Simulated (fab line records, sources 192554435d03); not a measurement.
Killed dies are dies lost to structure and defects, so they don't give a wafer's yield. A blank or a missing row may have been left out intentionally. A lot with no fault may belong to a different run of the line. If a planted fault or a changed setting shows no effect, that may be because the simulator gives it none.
Split-lot study + flow n5 finfet + route with 1938 steps; 7 lots, 39 wafers read

ON THE SPLIT
At N5_BEOL_M0_SAQP_HM_DEP_111 (deposits SiO2 from SiH4/N2O, target thk 12 nm, time 7.2 s), the setting target thk a was moved away from the recipe's 120 angstrom on 12 of the 39 wafers read, by -48.2% to +40.9%. This setting was run at the recipe's value on the other wafers.

FROM THE SPLIT TO THE READING: what the file shows between them, 4 steps
- N5_BEOL_M0_SAQP_COAT_81: time 60 s, resist thk 100 nm
- N5_BEOL_M0_SAQP_COAT_82: time 60 s, resist thk 30 nm
- N5_BEOL_M0_SAQP_ETCH_84: etches SOC in N2/H2, target depth 100 nm, overetch 20 nm, time 150 s
- N5_BEOL_M0_SAQP_STRIP_80: strips in N2/H2

THE READING
etch.depth nm (the simulator's own value, which no gauge read), in nm, at N5_BEOL_M0_SAQP_HM_OPEN_112 (chemistry CHF3/O2, target SiO2, stops on a-Si, target depth 12 nm, time 13.5 s). The file does not state a usual value for it. Average 12.008 nm, standard deviation 0.27 nm, over the 27 wafers here run with the recipe.

| wafer  | tool, chamber at the split | target thk a as run, angstrom | against the recipe | etch.depth nm, nm | against lot-mates on the recipe |
|--------|----------------------------|-------------------------------|--------------------|-------------------|---------------------------------|
| L074.1 | pecvd-02, 2,0,1,0,2        | 120                           | recipe             | 11.92             | -                               |
| L074.2 | pecvd-02, 2,0,1,0,2        | 120                           | recipe             | 12.03             | -                               |
| L074.3 | pecvd-02, 2,0,1,0,2        | 120                           | recipe             | 11.94             | -                               |
| L074.4 | pecvd-02, 1                | 120                           | recipe             | 12.16             | -                               |
| L074.5 | pecvd-02, 2,0,1,0,2        | 120                           | recipe             | 12.08             | -                               |
| L074.6 | pecvd-02, 2,0,1,0,2        | 120                           | recipe             | 11.97             | -                               |
| L077.1 | pecvd-02, 2,1,0,0,2        | 120                           | recipe             | 11.85             | -                               |
| L077.2 | pecvd-02, 2,1,0,0,2        | 120                           | recipe             | 11.86             | -                               |
| L077.3 | pecvd-02, 2,1,0,0,2        | 120                           | recipe             | 11.84             | -                               |
| L077.4 | pecvd-02, 2,1,0,0,2        | 120                           | recipe             | 11.79             | -                               |
| L077.5 | pecvd-02, 2,1,0,0,2        | 120                           | recipe             | 11.79             | -                               |
| L077.6 | pecvd-02, 1                | 120                           | recipe             | 12.02             | -                               |
| L079.1 | pecvd-04, 2                | 120                           | recipe             | 11.97             | -                               |
| L079.2 | pecvd-04, 1                | 120                           | recipe             | 12.68             | -                               |
| L079.3 | pecvd-04, 0                | 95.19                         | -20.7%             | 9.835             | -2.472                          |
| L079.4 | pecvd-04, 0                | 120                           | recipe             | 12.27             | -                               |
| L079.5 | pecvd-04, 1                | 95.19                         | -20.7%             | 10.23             | -2.077                          |
| L079.6 | pecvd-04, 2                | 95.19                         | -20.7%             | 9.624             | -2.683                          |
| L081.1 | pecvd-04, 1                | 120                           | recipe             | 12.78             | -                               |
| L081.2 | pecvd-04, 2                | 120                           | recipe             | 12.12             | -                               |
| L081.4 | pecvd-04, 2                | 120                           | recipe             | 12.31             | -                               |
| L082.1 | pecvd-01, 2,0              | 62.11                         | -48.2%             | 6.119             | -5.864                          |
| L082.2 | pecvd-01, 2,0              | 62.11                         | -48.2%             | 6.169             | -5.814                          |
| L082.3 | pecvd-01, 1,1,2            | 120                           | recipe             | 11.9              | -                               |
| L082.4 | pecvd-01, 1,1,2            | 120                           | recipe             | 12.05             | -                               |
| L082.5 | pecvd-01, 0                | 62.11                         | -48.2%             | 6.552             | -5.431                          |
| L082.6 | pecvd-01, 1,1,2            | 120                           | recipe             | 12                | -                               |
| L092.1 | pecvd-01, 0,2              | 69.16                         | -42.4%             | 6.669             | -4.971                          |
| L092.2 | pecvd-01, 1                | 120                           | recipe             | 11.49             | -                               |
| L092.3 | pecvd-01, 2                | 120                           | recipe             | 11.59             | -                               |
| L092.4 | pecvd-01, 0                | 69.16                         | -42.4%             | 7.038             | -4.602                          |
| L092.5 | pecvd-01, 0,2              | 69.16                         | -42.4%             | 6.651             | -4.989                          |
| L092.6 | pecvd-01, 1                | 120                           | recipe             | 11.84             | -                               |
| L096.1 | pecvd-02, 0,1              | 169.1                         | +40.9%             | 16.52             | +4.530                          |
| L096.2 | pecvd-02, 0,1              | 169.1                         | +40.9%             | 16.6              | +4.610                          |
| L096.3 | pecvd-02, 2                | 120                           | recipe             | 11.84             | -                               |
| L096.4 | pecvd-02, 1,2              | 120                           | recipe             | 12.06             | -                               |
| L096.5 | pecvd-02, 1,2              | 120                           | recipe             | 12.07             | -                               |
| L096.6 | pecvd-02, 0                | 169.1                         | +40.9%             | 16.85             | +4.860                          |
If several chambers appear in one row, that row covers several wafers at once and the file leaves open which wafer was in which chamber.

THE FIT
A straight line over all 39 wafers: etch.depth nm changes by +0.117 nm for each +1% of target thk a; r = +0.99; the points scatter about the line by 0.28 nm.
The same after taking each lot's own level away (the mean of its wafers on the recipe; 39 wafers): +0.116 nm for each +1%; r = +1.00; scatter 0.18 nm.
On that fit, the largest move of target thk a shifts the reading by 5.6 nm.
The lots' own levels span 11.6400 to 12.4033 nm, that is 2.8 times the standard deviation above.
The two slopes are in agreement: the lot-to-lot level therefore moves the slope only a little.
Check: -5.56 nm against its lot-mates is what the line predicts for one of the wafers moved furthest among these (-48.2%) when that wafer is left out of the fit. Against them it came out at -5.86 nm.

THE OTHER SPLITS THESE WAFERS WENT THROUGH
These wafers also went through other splits before the reading. Each is held against what the fit with the lots' levels taken away leaves over:
| other split on the same wafers       | wafers away from the commonest value | r with etch.depth nm (lot level and that fit taken away) |
|--------------------------------------|--------------------------------------|----------------------------------------------------------|
| N5_ZERO_LAYER_ETCH_18 target depth a | 15                                   | +0.01                                                    |
| N5_FIN_SAQP_HM_DEP_03 target thk a   | 15                                   | -0.10                                                    |
| N5_DUMMY_GATE_HM_DEP_06 time s       | 24                                   | +0.01                                                    |
| N5_SDB_ALD_29 ald cycles             | 15                                   | -0.19                                                    |

THE WHOLE CHAIN: every reading that the file lists as answering this split, in the file's order
| step                        | what it does                                                                   | reading                                                                                 | change (the file's fit)               | r (the file's) |
|-----------------------------|--------------------------------------------------------------------------------|-----------------------------------------------------------------------------------------|---------------------------------------|----------------|
| N5_BEOL_M0_SAQP_HM_DEP_111  | deposits SiO2 from SiH4/N2O, target thk 12 nm, time 7.2 s                      | SiO2_of_BEOL_M0_SAQP_HM_DEP_111.thk nm (the simulator's own value, which no gauge read) | +0.116 nm for each +1% of the setting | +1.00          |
| N5_BEOL_M0_SAQP_HM_OPEN_112 | chemistry CHF3/O2, target SiO2, stops on a-Si, target depth 12 nm, time 13.5 s | etch.depth nm (the simulator's own value, which no gauge read)                          | +0.116 nm for each +1% of the setting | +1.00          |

FILE'S OWN FIT
etch.depth nm changes by +0.116 nm for each +1% of target thk a, r = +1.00.
